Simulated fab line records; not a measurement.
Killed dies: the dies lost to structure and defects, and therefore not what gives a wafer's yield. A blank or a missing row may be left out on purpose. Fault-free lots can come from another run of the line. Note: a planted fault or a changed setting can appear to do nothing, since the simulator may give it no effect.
fab line records	flow nand-harc
[record] lots = 5	wafers = 15	last-day = 30
route steps=1302 shown A_CHANNEL_HOLE_D1@454 A_CHANNEL_FILL_D1@490 END@1302
lots that met no fault: from a run of the same line without faults
start-h: start of the lot's first displayed wafer, in hours after the record's first day	wait-h: hours since the lot's step before	" identical to the entry in the row above	L1.1+2: several wafers, shown together as one row	- no value present, or no start provided	* or withheld: withheld	< > ~ a bound
route shown NAME@n: a module of which the file shows steps, and the number in the route of the first	usual: mean and standard deviation over wafers with no fault	same: alike in all rows	chamber/n: place in a boat	sites: each site's reading	_std_site: the standard deviation of these	_edge_site: the outer-site mean with the inner-site mean subtracted	radius-mm: how far each site lies from the wafer's centre	mask NAME#n: copy n	behind: the most recent tool/chamber to have shaped the wafer	hold: what put the lot on hold/how long, in hours/how the hold closed	device: which transistor (n, p or np) failed to switch	end of line: the tests these same wafers got at the end of their route	step lacking rows: just its recipe	killed: at the first sort, the dies lost to defects and structure; wafer yield is something else	map: shows each die of a wafer: x if killed, . if not, _ if none is there
set.NAME: the run value of the setting; set.NAME@STEP: its run value at that earlier step	model.NAME: the simulator's own value behind a step, which no gauge read
lots at selected steps of the route; one table per step, one row per wafer
services: from which hour (start-h, from the record's first day; less than 0 if before it) a tool's chamber was out of use, for how many hours, and why
[[steps]]
[step NHARC_A_CHANNEL_HOLE_D1_COAT_36]
[recipe] temp-c = 260	time-s = 75
[step NHARC_A_CHANNEL_HOLE_D1_COAT_37]
[recipe] temp-c = 225	time-s = 65
[step NHARC_A_CHANNEL_HOLE_D1_COAT_04]
[recipe] spin-rpm = 1500	resist-thk-nm = 90
[step NHARC_A_CHANNEL_HOLE_D1_SOFTBAKE_05]
[recipe] temp-c = 105	time-s = 55
[step NHARC_A_CHANNEL_HOLE_D1_EBR_06]
[step NHARC_A_CHANNEL_HOLE_D1_EXPOSE_07]
[recipe] na = 1.35	target-cd-nm = 100	sigma-outer = 0.3	dose-mj = 59.65	mask-id = HOLE_D1
[step NHARC_A_CHANNEL_HOLE_D1_PEB_08]
[recipe] peb-temp-c = 100	peb-time-s = 65
[step NHARC_A_CHANNEL_HOLE_D1_DEVELOP_09]
[recipe] develop-time-s = 35	dev-temp-c = 23
[step NHARC_A_CHANNEL_HOLE_D1_CD_MEAS_10]
[recipe] target-cd-nm = 100	landing-energy-ev = 500
[usual] cd-nm = 100.0/0.65
lot.wafer	tool	chamber	start-h	wait-h	cd-nm
L347.1	cd-sem-02	0	190.58	-	100.1
L347.4	"	0	"	"	99.2
L347.6	"	0	"	"	99.3
L346.1	cd-sem-02	0	192.44	-	100.5
L346.2	"	0	"	"	100.0
L346.6	"	0	"	"	99.4
L350.3	cd-sem-01	0	215.97	-	99.3
L350.5	"	0	"	"	99.6
L350.6	"	0	"	"	98.8
L362.2	cd-sem-03	0	338.84	-	99.2
L362.4	"	0	"	"	99.5
L362.5	"	0	"	"	99.9
L364.1	cd-sem-01	0	355.95	-	99.8
L364.2	"	0	"	"	99.9
L364.5	"	0	"	"	99.8
[step NHARC_A_CHANNEL_HOLE_D1_OVL_MEAS_11]
[usual] overlay-x-nm = 0.2/0.76	overlay-y-nm = -0.2/0.74
lot.wafer	tool	chamber	start-h	wait-h	overlay-x-nm	overlay-y-nm
L347.1	overlay-01	-	190.67	-	-0.9	-1.4
L347.4	"	-	"	"	-1.0	-1.3
L347.6	"	-	"	"	-0.8	-1.2
L346.1	overlay-01	-	192.53	-	-1.0	-1.0
L346.2	"	-	"	"	0.2	-1.1
L346.6	"	-	"	"	-0.5	-0.9
L350.3	overlay-01	-	216.05	-	0.3	-1.5
L350.5	"	-	"	"	0.0	-1.4
L350.6	"	-	"	"	-0.3	-0.8
L362.2	overlay-02	-	338.92	-	0.6	-0.8
L362.4	"	-	"	"	0.6	-0.9
L362.5	"	-	"	"	0.6	-0.6
L364.1	overlay-02	-	356.04	-	-0.3	0.0
L364.2	"	-	"	"	-0.3	0.1
L364.5	"	-	"	"	-0.7	-0.1
[step NHARC_A_CHANNEL_HOLE_D1_INSPECT_12]
[usual] raw-defect-count = 6/3
lot.wafer	tool	chamber	start-h	wait-h	raw-defect-count
L347.1	defect-inspect-01	-	190.71	0.0	5
L347.4	"	-	"	"	8
L347.6	"	-	"	"	15
L346.1	defect-inspect-02	-	192.57	0.0	9
L346.2	"	-	"	"	4
L346.6	"	-	"	"	4
L350.3	defect-inspect-02	-	216.09	0.0	6
L350.5	"	-	"	"	5
L350.6	"	-	"	"	1
L362.2	defect-inspect-02	-	338.96	0.0	5
L362.4	"	-	"	"	8
L362.5	"	-	"	"	8
L364.1	defect-inspect-01	-	356.08	0.0	5
L364.2	"	-	"	"	4
L364.5	"	-	"	"	7
[step NHARC_A_CHANNEL_HOLE_D1_DESCUM_15]
[recipe] time-s = 3	o2-flow-sccm = 200	ar-flow-sccm = 0	bias-power-w = 0	chemistry = O2
[step NHARC_A_CHANNEL_HOLE_D1_ETCH_38]
[recipe] target-depth-a = 390	over-etch-frac = 0.3	time-s = 65	ion-energy-ev = 80	cf4-flow-sccm = 150	ar-flow-sccm = 0	rf-w = 300	bias-w = 100	chemistry = CF4
[usual] drypump-motor-current-A = 5.7/0.32	oes-product-au = 1.002/0.01	rf-vpp-V = 151.4/1	showerhead-plenum-p-Torr = 1.79/0.041	throttle-valve-pct = 13.283/0.0092
lot.wafer	tool	chamber	start-h	wait-h	drypump-motor-current-A	oes-product-au	rf-hours-counter-h	rf-vpp-V	showerhead-plenum-p-Torr	throttle-valve-pct
L347.4	rie-diel-10	3	190.97	0.2	6.2	1.004	8	150.2	1.83	13.284
L347.1	"	1	"	"	5.6	1.002	9	150.9	1.81	13.298
L347.6	"	2	"	"	5.6	0.980	-	150.7	1.79	13.283
L346.2	rie-diel-11	1	192.73	0.1	5.1	1.017	33	150.3	1.77	13.281
L346.1	"	2	"	"	5.4	1.006	28	152.7	1.84	13.282
L346.6	"	3	"	"	5.2	1.008	-	155.2	1.88	13.292
L350.3	rie-diel-10	1	216.23	0.1	5.6	1.016	11	152.0	1.80	13.297
L350.5	"	1	"	"	5.6	1.012	-	152.9	1.80	13.281
L350.6	"	2	"	"	5.6	0.994	-	149.7	1.79	13.283
L362.2	rie-diel-08	2	339.11	0.1	5.6	1.003	44	151.3	1.74	13.278
L362.4	"	1	"	"	5.5	0.996	49	153.2	1.83	13.289
L362.5	"	3	"	"	5.8	0.996	-	151.9	1.75	13.284
L364.1	rie-diel-10	0	356.23	0.1	5.6	1.021	7	149.9	1.72	13.294
L364.2	"	1	"	"	5.6	1.004	8	153.8	1.80	13.284
L364.5	"	0	"	"	5.5	1.008	-	150.4	1.72	13.284
[step NHARC_A_CHANNEL_HOLE_D1_ETCH_39]
[recipe] target-depth-a = 2600	over-etch-frac = 0.3	time-s = 325	ion-energy-ev = 200	n2-flow-sccm = 150	h2-flow-sccm = 150	ar-flow-sccm = 0	rf-w = 400	bias-w = 150	chemistry = N2/H2
[usual] drypump-motor-current-A = 5.7/0.3	oes-product-au = 1.003/0.011	rf-vpp-V = 431.2/1.7	showerhead-plenum-p-Torr = 2.06/0.05	throttle-valve-pct = 14.172/0.0081
lot.wafer	tool	chamber	start-h	wait-h	drypump-motor-current-A	oes-product-au	rf-hours-counter-h	rf-vpp-V	showerhead-plenum-p-Torr	throttle-valve-pct
L347.1	rie-diel-10	2	-	-	5.6	0.991	9	429.8	2.06	14.167
L347.4	"	3	"	"	6.2	1.012	8	432.3	2.11	14.178
L347.6	"	2	"	"	5.6	0.987	-	432.2	2.06	14.178
L346.2	rie-diel-11	0	-	-	6.6	1.000	31	431.3	2.09	14.178
L346.1	"	2	"	"	5.4	1.005	28	433.5	2.13	14.183
L346.6	"	1	"	"	5.1	1.008	-	430.2	2.04	14.170
L350.3	rie-diel-10	0	-	-	5.6	1.013	11	428.7	1.98	14.180
L350.6	"	3	"	"	6.2	1.011	-	433.1	2.11	14.172
L350.5	"	0	"	"	5.6	0.998	-	429.7	1.98	14.176
L362.4	rie-diel-08	1	-	-	5.6	1.002	49	433.2	2.12	14.160
L362.2	"	2	"	"	5.6	0.991	44	429.1	2.00	14.177
L362.5	"	0	"	"	5.3	0.996	-	431.3	2.08	14.172
L364.1	rie-diel-10	3	-	-	6.2	0.992	6	431.4	2.11	14.163
L364.2	"	0	"	"	5.6	1.012	8	427.6	1.98	14.173
L364.5	"	1	"	"	5.7	1.000	-	431.8	2.08	14.168
[step NHARC_A_CHANNEL_HOLE_D1_ETCH_34]
[recipe] target-depth-a = 1540	time-s = 77	cf4-flow-sccm = 100	chf3-flow-sccm = 30	ar-flow-sccm = 0	rf-w = 500	bias-w = 200	chemistry = CF4/CHF3
[step NHARC_A_CHANNEL_HOLE_D1_ETCH_16]
[recipe] target-depth-a = 31000	over-etch-frac = 0.3	time-s = 806	ion-energy-ev = 150	o2-flow-sccm = 400	cos-flow-sccm = 20	ar-flow-sccm = 0	rf-w = 500	bias-w = 300	chemistry = O2/COS
[step NHARC_A_CHANNEL_HOLE_D1_CD_MEAS_18]
[usual] cd-nm = 99.7/2.3
lot.wafer	tool	chamber	start-h	wait-h	cd-nm
L347.1	cd-sem-03	-	192.34	-	103.5
L347.4	"	-	"	"	96.9
L347.6	"	-	"	"	101.4
L346.1	cd-sem-01	-	193.74	-	104.3
L346.2	"	-	"	"	98.9
L346.6	"	-	"	"	97.3
L350.3	cd-sem-02	-	217.27	-	98.7
L350.5	"	-	"	"	97.8
L350.6	"	-	"	"	98.5
L362.2	cd-sem-03	-	340.19	-	97.4
L362.4	"	-	"	"	100.0
L362.5	"	-	"	"	98.6
L364.1	cd-sem-03	-	357.25	-	102.4
L364.2	"	-	"	"	95.4
L364.5	"	-	"	"	102.3
[step NHARC_A_CHANNEL_HOLE_D1_ETCH_19]
[recipe] bias-v = 1200	source-w = 2500	pressure-mtorr = 15	time-s = 34.5	ar-flow-sccm = 375	c4f8-flow-sccm = 28.8	o2-flow-sccm = 96.2	temp-c = -20	target-depth-a = *	chemistry = C4F8/O2/Ar
[step NHARC_A_CHANNEL_HOLE_D1_ETCH_20]
[recipe] bias-v = 3000	source-w = withheld	pressure-mtorr = 20	time-s = 361.9	ar-flow-sccm = 375	c4f8-flow-sccm = 89.3	o2-flow-sccm = 35.7	temp-c = -20	target-depth-a = 16000	chemistry = C4F8/O2/Ar
[step NHARC_A_CHANNEL_HOLE_D1_ETCH_21]
[recipe] bias-v = 3000	source-w = withheld	pressure-mtorr = 20	time-s = 514.3	ar-flow-sccm = 375	c4f8-flow-sccm = 89.3	o2-flow-sccm = 35.7	temp-c = -20	target-depth-a = 16000	chemistry = C4F8/O2/Ar
[usual] drypump-motor-current-A = 5.6/0.48	showerhead-plenum-p-Torr = 3.54/0.12	throttle-valve-pct = 32.155/0.0089
lot.wafer	tool	chamber	start-h	wait-h	drypump-motor-current-A	rf-hours-counter-h	showerhead-plenum-p-Torr	throttle-valve-pct
L347.1	har-etch-01	1	192.91	0.3	4.9	91	3.51	32.140
L347.4	"	0	"	"	6.4	-	3.58	32.166
L347.6	"	0	"	"	6.3	-	3.58	32.160
L346.2	har-etch-02	0	196.56	0.3	5.7	303	3.51	32.151
L346.1	"	1	"	"	5.5	303	3.53	32.153
L346.6	"	1	"	"	5.6	-	3.53	32.156
L350.3	har-etch-01	0	217.91	0.3	6.4	-	3.57	32.151
L350.6	"	0	"	"	6.3	-	3.57	32.149
L350.5	"	1	"	"	4.9	-	3.50	32.157
L362.2	har-etch-02	1	341.55	0.3	5.5	388	3.49	32.152
L362.4	"	0	"	"	5.7	-	3.47	32.158
L362.5	"	1	"	"	5.5	-	3.49	32.156
L364.1	har-etch-02	0	357.75	0.3	5.8	388	3.47	32.174
L364.2	"	1	"	"	5.5	396	3.48	32.148
L364.5	"	1	"	"	5.5	-	3.48	32.148
[step NHARC_A_CHANNEL_HOLE_D1_ETCH_22]
[recipe] bias-v = 3000	source-w = withheld	pressure-mtorr = 20	time-s = 666.7	ar-flow-sccm = 375	c4f8-flow-sccm = 89.3	o2-flow-sccm = 35.7	temp-c = -20	target-depth-a = 16000	chemistry = C4F8/O2/Ar
[step NHARC_A_CHANNEL_HOLE_D1_ETCH_23]
[recipe] bias-v = 5000	source-w = withheld	pressure-mtorr = 20	time-s = 819	ar-flow-sccm = 375	c4f8-flow-sccm = 89.3	o2-flow-sccm = 35.7	temp-c = -20	target-depth-a = 16000	chemistry = C4F8/O2/Ar
[step NHARC_A_CHANNEL_HOLE_D1_ETCH_24]
[recipe] bias-v = 5000	source-w = withheld	pressure-mtorr = 20	time-s = 906.2	ar-flow-sccm = 375	c4f8-flow-sccm = 93.8	o2-flow-sccm = 31.2	temp-c = -20	target-depth-a = 15000	chemistry = C4F8/O2/Ar
[usual] drypump-motor-current-A = 5.6/0.48	showerhead-plenum-p-Torr = 3.54/0.12	throttle-valve-pct = 32.236/0.0086
lot.wafer	tool	chamber	start-h	wait-h	drypump-motor-current-A	rf-hours-counter-h	showerhead-plenum-p-Torr	throttle-valve-pct
L347.1	har-etch-01	1	194.66	0.6	5.0	93	3.51	32.235
L347.4	"	0	"	"	6.3	-	3.58	32.227
L347.6	"	0	"	"	6.3	-	3.58	32.244
L346.2	har-etch-02	0	198.26	0.6	5.8	305	3.51	32.233
L346.1	"	1	"	"	5.6	305	3.53	32.229
L346.6	"	1	"	"	5.6	-	3.53	32.262
L350.3	har-etch-01	0	219.72	0.6	6.3	-	3.57	32.238
L350.6	"	0	"	"	6.3	-	3.57	32.221
L350.5	"	1	"	"	4.9	-	3.50	32.230
L362.2	har-etch-02	1	343.32	0.6	5.6	390	3.48	32.226
L362.4	"	0	"	"	5.7	-	3.47	32.229
L362.5	"	1	"	"	5.6	-	3.48	32.224
L364.1	har-etch-02	0	359.46	0.6	5.7	390	3.46	32.235
L364.2	"	1	"	"	5.6	397	3.48	32.238
L364.5	"	1	"	"	5.6	-	3.48	32.226
[step NHARC_A_CHANNEL_HOLE_D1_ETCH_25]
[recipe] bias-v = 5000	source-w = withheld	pressure-mtorr = 20	time-s = 1040.2	ar-flow-sccm = 375	c4f8-flow-sccm = 93.8	o2-flow-sccm = 31.2	temp-c = -20	target-depth-a = 15000	chemistry = C4F8/O2/Ar
[step NHARC_A_CHANNEL_HOLE_D1_ETCH_26]
[recipe] bias-v = 300	source-w = 2000	pressure-mtorr = 30	time-s = 224.1	ar-flow-sccm = 375	c4f8-flow-sccm = 11.4	o2-flow-sccm = 113.6	temp-c = -20	target-depth-a = 3000	chemistry = C4F8/O2/Ar
[step NHARC_A_CHANNEL_HOLE_D1_ETCH_33]
[recipe] bias-v = 400	source-w = 2000	pressure-mtorr = 25	time-s = 90	ar-flow-sccm = 375	c4f8-flow-sccm = 41.7	o2-flow-sccm = 83.3	temp-c = -20	target-depth-a = 4000	chemistry = C4F8/O2/Ar
[usual] drypump-motor-current-A = 5.6/0.48	showerhead-plenum-p-Torr = 3.57/0.12	throttle-valve-pct = 27.620/0.0089
lot.wafer	tool	chamber	start-h	wait-h	drypump-motor-current-A	rf-hours-counter-h	showerhead-plenum-p-Torr	throttle-valve-pct
L347.1	har-etch-01	1	196.40	0.2	5.0	94	3.54	27.619
L347.4	"	0	"	"	6.4	-	3.62	27.626
L347.6	"	0	"	"	6.4	-	3.62	27.627
L346.2	har-etch-02	0	200.12	0.2	5.7	307	3.55	27.636
L346.1	"	1	"	"	5.6	307	3.56	27.616
L346.6	"	1	"	"	5.6	-	3.56	27.622
L350.3	har-etch-01	0	221.41	0.2	6.4	-	3.61	27.607
L350.6	"	0	"	"	6.3	-	3.61	27.631
L350.5	"	1	"	"	4.9	-	3.53	27.613
L362.2	har-etch-02	1	345.06	0.2	5.5	391	3.52	27.615
L362.4	"	0	"	"	5.8	-	3.50	27.635
L362.5	"	1	"	"	5.5	-	3.52	27.640
L364.1	har-etch-02	0	361.32	0.2	5.8	392	3.50	27.616
L364.2	"	1	"	"	5.5	399	3.51	27.617
L364.5	"	1	"	"	5.6	-	3.51	27.620
[step NHARC_A_CHANNEL_HOLE_D1_STRIP_41]
[recipe] n2-flow-sccm = 150	h2-flow-sccm = 150	ar-flow-sccm = 0	bias-w = 0	chemistry = N2/H2
[step NHARC_A_CHANNEL_HOLE_D1_STRIP_42]
[recipe] cf4-flow-sccm = 100	chf3-flow-sccm = 30	ar-flow-sccm = 0	bias-w = 0	chemistry = CF4/CHF3
[step NHARC_A_CHANNEL_HOLE_D1_STRIP_43]
[recipe] o2-flow-sccm = 400	cos-flow-sccm = 20	ar-flow-sccm = 0	bias-w = 0	chemistry = O2/COS
[step NHARC_A_CHANNEL_HOLE_D1_ETCH_44]
[recipe] target-depth-a = 1400	overetch-a = 140	time-s = 77	ion-energy-ev = 100	cf4-flow-sccm = 80	o2-flow-sccm = 20	ar-flow-sccm = 0	rf-w = 300	bias-w = 100	chemistry = CF4/O2
[step NHARC_A_CHANNEL_HOLE_D1_STRIP_27]
[recipe] o2-flow-sccm = 500	ar-flow-sccm = 0	bias-w = 0	chemistry = O2
[usual] drypump-motor-current-A = 5.68/0.28	oes-product-au = 1.000/0.01	rf-vpp-V = 57.9/0.85	showerhead-plenum-p-Torr = 3.57/0.081	throttle-valve-pct = 17.037/0.0083
lot.wafer	tool	chamber	start-h	wait-h	drypump-motor-current-A	oes-product-au	rf-hours-counter-h	rf-vpp-V	showerhead-plenum-p-Torr	throttle-valve-pct
L347.4	rie-diel-11	0	-	-	6.68	1.016	33	56.8	3.60	17.027
L347.1	"	1	"	"	5.14	1.023	36	59.1	3.54	17.039
L347.6	"	0	"	"	6.68	1.007	-	57.8	3.60	17.031
L346.2	rie-diel-10	1	-	-	5.63	1.015	10	58.2	3.60	17.038
L346.1	"	2	"	"	5.61	0.970	10	58.7	3.56	17.044
L346.6	"	3	"	"	6.17	1.013	-	59.9	3.64	17.042
L350.3	rie-diel-08	2	-	-	5.56	0.985	5	58.6	3.49	17.036
L350.5	"	3	"	"	5.82	1.000	-	57.8	3.51	17.033
L350.6	"	0	"	"	5.35	0.979	-	58.3	3.61	17.040
L362.4	rie-diel-08	1	-	-	5.58	1.001	52	58.2	3.66	17.030
L362.2	"	3	"	"	5.85	0.994	47	56.5	3.49	17.028
L362.5	"	1	"	"	5.57	0.996	-	58.7	3.66	17.030
L364.1	rie-diel-10	2	-	-	5.62	0.991	9	57.5	3.56	17.020
L364.2	"	3	"	"	6.16	1.003	6	59.5	3.64	17.038
L364.5	"	1	"	"	5.62	1.010	-	59.0	3.59	17.043
[step NHARC_A_CHANNEL_HOLE_D1_PRECLEAN_28]
[recipe] time-s = *	temp-c = 50	bath-age-min = 0	chemistry = SC1
[step NHARC_A_CHANNEL_HOLE_D1_SRD_29]
[step NHARC_A_CHANNEL_HOLE_D1_CD_MEAS_30]
[usual] cd-nm = 90.3/1.5
lot.wafer	tool	chamber	start-h	wait-h	cd-nm
L347.1	cd-sem-01	-	198.35	-	87.0
L347.4	"	-	"	"	88.3
L347.6	"	-	"	"	90.2
L346.1	cd-sem-03	-	201.66	-	89.7
L346.2	"	-	"	"	89.6
L346.6	"	-	"	"	91.1
L350.3	cd-sem-01	-	222.90	-	89.5
L350.5	"	-	"	"	91.3
L350.6	"	-	"	"	87.2
L362.2	cd-sem-02	-	346.58	-	90.3
L362.4	"	-	"	"	89.9
L362.5	"	-	"	"	90.4
L364.1	cd-sem-02	-	362.86	-	90.1
L364.2	"	-	"	"	90.6
L364.5	"	-	"	"	88.7
[step NHARC_A_CHANNEL_HOLE_D1_XSEM_31]
[recipe] landing-energy-ev = 35000
[step NHARC_A_CHANNEL_HOLE_D1_INSPECT_40]
[usual] raw-defect-count = 73/31
lot.wafer	tool	chamber	start-h	wait-h	raw-defect-count
L347.1	defect-inspect-02	-	198.53	-	43
L347.4	"	-	"	"	40
L347.6	"	-	"	"	57
L346.1	defect-inspect-02	-	201.85	-	105
L346.2	"	-	"	"	131
L346.6	"	-	"	"	102
L350.3	defect-inspect-01	-	223.08	-	44
L350.5	"	-	"	"	35
L350.6	"	-	"	"	27
L362.2	defect-inspect-01	-	346.77	-	121
L362.4	"	-	"	"	103
L362.5	"	-	"	"	112
L364.1	defect-inspect-02	-	363.05	-	711
L364.2	"	-	"	"	114
L364.5	"	-	"	"	707
[step NHARC_A_CHANNEL_FILL_D1_PRECLEAN_00]
[recipe] time-s = *	temp-c = 50	bath-age-min = 0	chemistry = SC1
[step NHARC_END_SORT_01]
[recipe] temp-c = 25
[usual] killed-at-array = 41/10	killed-at-other = 0.8/0.91	killed-at-periphery = 4.2/2.9	killed-dies = 46/10	killed-open = 3.5/2.1	killed-short = 2.5/1.6
[same] gross-dies = 677
lot.wafer	tool	chamber	start-h	wait-h	killed-at-array	killed-at-other	killed-at-periphery	killed-dies	killed-open	killed-short
L364.1	prober-01	0	728.36	2.5	110	0	5	115	3	6
L364.5	prober-01	0	731.56	3.7	104	0	3	107	6	2
// killed by level:class
L364.1 A_CHANNEL_HOLE_D1:unspecified=67 A_CHANNEL_HOLE_D1:chamber-film-flake=14 A_SLIT:chamber-film-flake=10 A_CONTACT:chamber-film-flake=5 P_ZERO_WELL:chamber-film-flake=3 A_CHANNEL_HOLE_D2:chamber-film-flake=3 A_CHANNEL_FILL_D2:geometric-particle:short=2 P_M2:chamber-film-flake=2
L364.5 A_CHANNEL_HOLE_D1:unspecified=59 A_CHANNEL_HOLE_D1:chamber-film-flake=15 A_SLIT:chamber-film-flake=12 A_CONTACT:chamber-film-flake=4 A_CHANNEL_FILL_D2:geometric-particle:open=2 A_M1:geometric-particle:open=2 P_ZERO_WELL:chamber-film-flake=2 A_CHANNEL_HOLE_D2:chamber-film-flake=2
// map L364.1 (x killed, . not)
____________.____________
_________xxxx..._________
_______xxxxx......_______
______xxxxxxxx....x______
_____xxxxxxxx......._____
____xxxxxxxxxx.......____
____xxxxxxxxx........____
___..xxxxxxxx.........___
___...xxxxx...........___
__....xxxxxx...........__
__x....x.x.x...........__
_......x..x............._
_.................x....._
_......................._
_......................._
_......................._
...x................x....
............x.........x..
x........................
......x.................x
x.....................xxx
_x.....x...............x_
_x......x........x..x.xx_
_x..x...x..............x_
_xx.....x..........x.xxx_
_xxx..................xx_
__x...x................__
__x..................x.__
___x..................___
___...................___
____....x............____
____.................____
_____...x..........._____
______.............______
_______.....x....._______
_________......._________
____________.____________
// map L350.3 (x killed, . not)
____________.____________
_________..x.x.._________
_______..x........_______
______............x______
_____..............._____
____.................____
____xx...............____
___x..................___
___..................x___
__....x..x......x......__
__....x......x.........__
_......................._
_......................._
_............x.........._
_......................._
_.x...x...x............._
.........................
.x......................x
.x.............x......xx.
.....................x.xx
..................x..x.xx
_......x...........x.xxx_
_...x.x....x..........xx_
_......................x_
_.....................xx_
_...x....x............xx_
__.....................__
__.x........x.........x__
___...................___
___...................___
____.............x...____
____...........x.....____
_____..............._____
______.............______
_______..........._______
_________......._________
____________.____________
[[services]]
tool	chamber	start-h	hours	kind
rie-diel-11	2	170.13	4.2	repair
rie-diel-10	0	172.50	-	clean
rie-diel-10	1	172.50	-	clean
rie-diel-10	2	172.50	-	clean
rie-diel-10	3	172.50	-	clean
rie-diel-08	-	192.40	9.0	pm
rie-diel-10	0	197.04	-	clean
rie-diel-10	1	197.04	-	clean
rie-diel-10	2	197.04	-	clean
rie-diel-10	3	197.04	-	clean
rie-diel-08	-	202.39	1.3	repair
rie-diel-10	0	221.57	-	clean
rie-diel-10	1	221.57	-	clean
rie-diel-10	2	221.57	-	clean
rie-diel-10	3	221.57	-	clean
rie-diel-10	0	237.59	4.2	repair
rie-diel-10	-	242.53	9.0	pm
rie-diel-10	0	242.53	9.0	vent-cycle
rie-diel-11	-	258.98	9.0	pm
har-etch-02	0	280.66	-	consumable-replace:focus-ring
har-etch-02	0	280.66	17.0	scheduled-down
har-etch-02	0	280.66	17.0	vent-cycle
rie-diel-10	0	305.62	16.1	repair
rie-diel-11	0	329.81	4.3	repair
[[key]]
[first-sign] step = NHARC_A_CHANNEL_HOLE_D1_INSPECT_40	reading = raw-defect-count	direction = up	sigmas = 20	usual = 73	struck = 709
[effect] step = NHARC_END_SORT_01	reading = killed-at-array	direction = up	sigmas = 6.5	usual = 41	struck = 107
[more-kills-born-at] NHARC_A_CHANNEL_HOLE_D1_ETCH_38@rie-diel-10 = 126
met-at NHARC_A_CHANNEL_HOLE_D1_ETCH_38
struck-wafers L364.1,L364.5
tester-left-out L364
[fault] kind = chamber-particle-source	tool = rie-diel-10	chamber = 0	onset-h = 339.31	steps = NHARC_A_CHANNEL_HOLE_D1_ETCH_38	rate-per-visit-cm2 = 0.95762	end-h = 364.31
// tester-left-out: of these lots the tester's yield and bins aren't shown, on N5 and GAA mostly nor the transistor test; their killed dies are dies lost to structure and defects alone, not to doping, threshold or leakage, so they don't give the yield
